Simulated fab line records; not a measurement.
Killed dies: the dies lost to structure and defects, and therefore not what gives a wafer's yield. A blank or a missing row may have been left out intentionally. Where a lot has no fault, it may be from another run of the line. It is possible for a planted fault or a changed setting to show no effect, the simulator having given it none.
Chamber matching | flow n5-finfet | N5_HKMG_FIN_NWFM_ALD_20 on ald-metal-04: 4 sister chambers
The step deposits TiAlC, target thk 2 nm, pulse time 3 s, purge time 2 s. 18 wafers are shown with their chamber, then 9 later ones without.

WAFERS, EACH WITH ITS CHAMBER
wafer  | chamber | heater-power-w (W) | precursor-pulse-height-rel
L078.1 | 1       | 473                | 0.996
L078.3 | 0       | 521                | 1.000
L078.5 | 3       | 538                | 0.987
L081.3 | 2       | 431                | 0.987
L081.5 | 3       | 515                | 1.012
L081.6 | 0       | 506                | 1.003
L083.2 | 0       | 527                | 1.026
L083.5 | 2       | 430                | 0.973
L083.6 | 1       | 491                | 0.984
L085.2 | 3       | 525                | 1.030
L085.4 | 1       | 465                | 1.034
L085.5 | 2       | 437                | 1.013
L086.1 | 3       | 528                | 1.019
L086.2 | 0       | 523                | 1.000
L086.6 | 0       | 514                | 0.978
L091.2 | 1       | 487                | 0.992
L091.4 | 2       | 438                | 1.020
L091.5 | 1       | 499                | 1.029

SIGNATURES (averages over the wafers above)
reading                    | chamber 0 | chamber 1 | chamber 2 | chamber 3 | scatter within a chamber
heater-power-w             | 518.20    | 483.00    | 434.00    | 526.50    | 9.83
precursor-pulse-height-rel | 1.00140   | 1.00700   | 0.99825   | 1.01200   | 0.0202
Rule: a wafer's distance from a chamber is the root of the sum, over the readings, of the square of ((its reading less the chamber's mean) divided by the reading's scatter). The wafer belongs to the nearest chamber; if the next one is less than 2 further off, it can't be placed. How the scatter is found: for the shown wafers, subtract from each reading the mean of its chamber, square and add these, divide the total by (wafers less chambers), then take the root.

WAFERS WITHOUT THEIR CHAMBER
wafer  | heater-power-w (W) | precursor-pulse-height-rel
L092.2 | 430                | 1.009
L092.4 | 514                | 1.002
L092.5 | 479                | 0.977
L095.3 | 430                | 1.001
L095.5 | 421                | 1.002
L095.6 | 493                | 0.994
L097.3 | 490                | 1.020
L097.4 | 511                | 0.977
L097.5 | 533                | 0.975

THE CHAMBER EACH PASSED THROUGH
wafer  | from the rows above          | in truth
L092.2 | 2                            | 2
L092.4 | can't be placed: 0 or 3      | 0
L092.5 | 1                            | 1
L095.3 | 2                            | 2
L095.5 | 2                            | 2
L095.6 | can't be placed: 1 or 0      | 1
L097.3 | 1                            | 1
L097.4 | can't be placed: 0 or 3 or 1 | 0
L097.5 | can't be placed: 3 or 0      | 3
Correct placement for 5 of the 9. Cannot be placed on the basis of these rows: 4; the candidates contain the true chamber in 4. Wrongly placed: 0.
